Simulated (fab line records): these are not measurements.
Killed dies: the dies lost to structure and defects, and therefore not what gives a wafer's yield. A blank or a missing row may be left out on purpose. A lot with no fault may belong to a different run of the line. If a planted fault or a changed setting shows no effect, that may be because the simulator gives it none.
Lot-split experiment	flow n5_finfet	7 lots, 21 wafers read, on a route of 1938 steps

ON THE SPLIT
At N5_BEOL_M11_HM_DEP_02 (deposits TiN, target thk 20 nm), the setting target_thk_a was moved away from the recipe's 200 angstrom on 8 of the 21 wafers read, by -11.8% to +12.3%. This setting was run at the recipe's value on the other wafers.

FROM THE SPLIT TO THE READING: what the file shows between them, 4 steps
- N5_BEOL_M11_COAT_59: time 60 s, resist thk 100 nm
- N5_BEOL_M11_COAT_60: time 60 s, resist thk 30 nm
- N5_BEOL_M11_STRIP_68: strips in N2/H2
- N5_BEOL_M11_STRIP_67: strips in CF4

THE READING
etch.depth_nm (the simulator's own value, which no gauge read), in nm, at N5_BEOL_M11_HM_OPEN_17 (chemistry Cl2/BCl3, target TiN, target depth 20 nm, overetch 6 nm). No usual value for it is given in the file. Across the 13 wafers here that went through the recipe, the average is 20.12 nm and the standard deviation 0.36 nm.

wafer	tool, chamber at the split	target_thk_a as run, angstrom	against the recipe	etch.depth_nm, nm	against lot-mates on the recipe
L075.1	pvd_sputter-02, -	176.5	-11.8%	17.51	-3.13
L075.5	pvd_sputter-02, -	200	recipe	20.77	-
L075.6	pvd_sputter-02, -	200	recipe	20.52	-
L080.1	pvd_sputter-01, -	208.7	+4.3%	21.05	+1.16
L080.3	pvd_sputter-01, -	208.7	+4.3%	21.02	+1.13
L080.4	pvd_sputter-01, -	200	recipe	19.89	-
L083.2	pvd_sputter-02, -	200	recipe	20.29	-
L083.3	pvd_sputter-02, -	188.7	-5.7%	18.42	-1.87
L083.5	pvd_sputter-02, -	188.7	-5.7%	19.25	-1.04
L081.1	pvd_sputter-03, -	220.9	+10.5%	22.02	+2.04
L081.5	pvd_sputter-03, -	200	recipe	19.98	-
L081.6	pvd_sputter-03, -	220.9	+10.5%	21.95	+1.97
L085.1	pvd_sputter-03, -	200	recipe	19.59	-
L085.3	pvd_sputter-03, -	200	recipe	19.73	-
L085.6	pvd_sputter-03, -	200	recipe	19.74	-
L088.1	pvd_sputter-02, -	200	recipe	19.71	-
L088.2	pvd_sputter-02, -	200	recipe	20.51	-
L088.3	pvd_sputter-02, -	200	recipe	20.15	-
L097.1	pvd_sputter-02, -	200	recipe	20.49	-
L097.5	pvd_sputter-02, -	224.7	+12.3%	22.56	+2.21
L097.6	pvd_sputter-02, -	200	recipe	20.22	-

FIT RESULTS
A straight line over all 21 wafers: etch.depth_nm changes by +0.202 nm for each +1% of target_thk_a; r = +0.96; the points scatter about the line by 0.34 nm.
The same after taking each lot's own level away (the mean of its wafers on the recipe; 21 wafers): +0.219 nm for each +1%; r = +0.97; scatter 0.28 nm.
Per that fit: largest target_thk_a move, reading shift of 2.7 nm.
From 19.687 to 20.645 nm: that is the span of the lots' own levels, equal to 2.6 times the standard deviation above.
Consequently the slope shifts little with the lot-to-lot level, the two slopes agreeing.
Check: with one of the wafers moved furthest among these (+12.3%) left out of the fit, the line predicts +2.78 nm for it against its lot-mates. Against them it came out at +2.21 nm.

OTHER SPLITS ON THESE WAFERS
Other splits were also applied to these wafers ahead of the reading. Each is held against what the fit with the lots' levels taken away leaves over:
other split on the same wafers	wafers away from the commonest value	r with etch.depth_nm (lot level and that fit taken away)
N5_BEOL_M11_PECVD_70 time_s	9	+0.27

THE WHOLE CHAIN: every reading that the file lists as answering this split, in the file's order
step	what it does	reading	change (the file's fit)	r (the file's)
N5_BEOL_M11_HM_DEP_02	deposits TiN, target thk 20 nm	TiN_of_BEOL_M11_HM_DEP_02.thk_nm (the simulator's own value, which no gauge read)	+0.219 nm for each +1% of the setting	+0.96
N5_BEOL_M11_HM_OPEN_17	chemistry Cl2/BCl3, target TiN, target depth 20 nm, overetch 6 nm	etch.depth_nm (the simulator's own value, which no gauge read)	+0.218 nm for each +1% of the setting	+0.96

FILE'S OWN FIT
etch.depth_nm changes by +0.218 nm for each +1% of target_thk_a, r = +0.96.
